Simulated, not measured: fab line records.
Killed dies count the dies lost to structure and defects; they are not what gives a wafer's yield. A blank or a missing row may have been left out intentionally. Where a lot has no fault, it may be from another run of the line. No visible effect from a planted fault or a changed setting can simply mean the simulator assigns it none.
Chamber matching	flow n5 finfet	3 sister chambers for N5_BEOL_M0_CO_CAP_123 on cvd co-02
The step material Co, precursor CCTBA/H2, target thk 2 nm, time 102.1 s. 24 wafers are shown with their chamber, then 12 later ones without.

== WAFERS, EACH WITH ITS CHAMBER ==
wafer	chamber	heater power outer w (W)	heater power w (W)
L077.2	1	117	247
L077.3	2	151	278
L077.6	2	151	276
L078.1	0	134	252
L078.3	1	118	242
L078.6	1	117	244
L079.3	2	151	278
L079.4	0	136	263
L079.6	2	150	272
L080.1	2	152	275
L080.4	2	148	274
L080.5	0	130	252
L083.2	2	154	280
L083.3	1	117	237
L083.5	0	134	263
L085.3	1	117	245
L085.4	2	148	279
L085.6	0	136	260
L088.3	2	153	283
L088.4	1	118	246
L088.6	2	147	278
L093.1	2	152	278
L093.2	0	133	255
L093.5	1	117	237

SIGNATURES, as means of the wafers listed above
reading	chamber 0	chamber 1	chamber 2	scatter within a chamber
heater power outer w	133.83	117.29	150.64	1.89
heater power w	257.50	242.57	277.36	3.94
Rule: distance of a wafer from a chamber = root of the sum over the readings of ((wafer's reading minus chamber's mean) / reading's scatter) squared. The wafer belongs to the nearest chamber; if the next one is less than 2 further off, it can't be placed. The scatter is the square root of a quotient: the sum, over the shown wafers, of each reading's squared deviation from its chamber's mean, divided by wafers minus chambers.

== WAFERS MISSING THEIR CHAMBER ==
wafer	heater power outer w (W)	heater power w (W)
L092.2	132	254
L092.4	130	260
L092.6	150	274
L094.1	155	275
L094.2	119	243
L094.6	148	276
L096.1	119	244
L096.2	153	284
L096.3	133	258
L097.2	120	245
L097.4	117	241
L097.6	137	252

== WHICH CHAMBER EACH ONE RAN IN ==
wafer	from the rows above	in truth
L092.2	0	0
L092.4	0	0
L092.6	2	2
L094.1	2	2
L094.2	1	1
L094.6	2	2
L096.1	1	1
L096.2	2	2
L096.3	0	0
L097.2	1	1
L097.4	1	1
L097.6	0	0
Correctly placed: 12 of 12. From these rows, 0 cannot be placed. Number placed wrongly: 0.
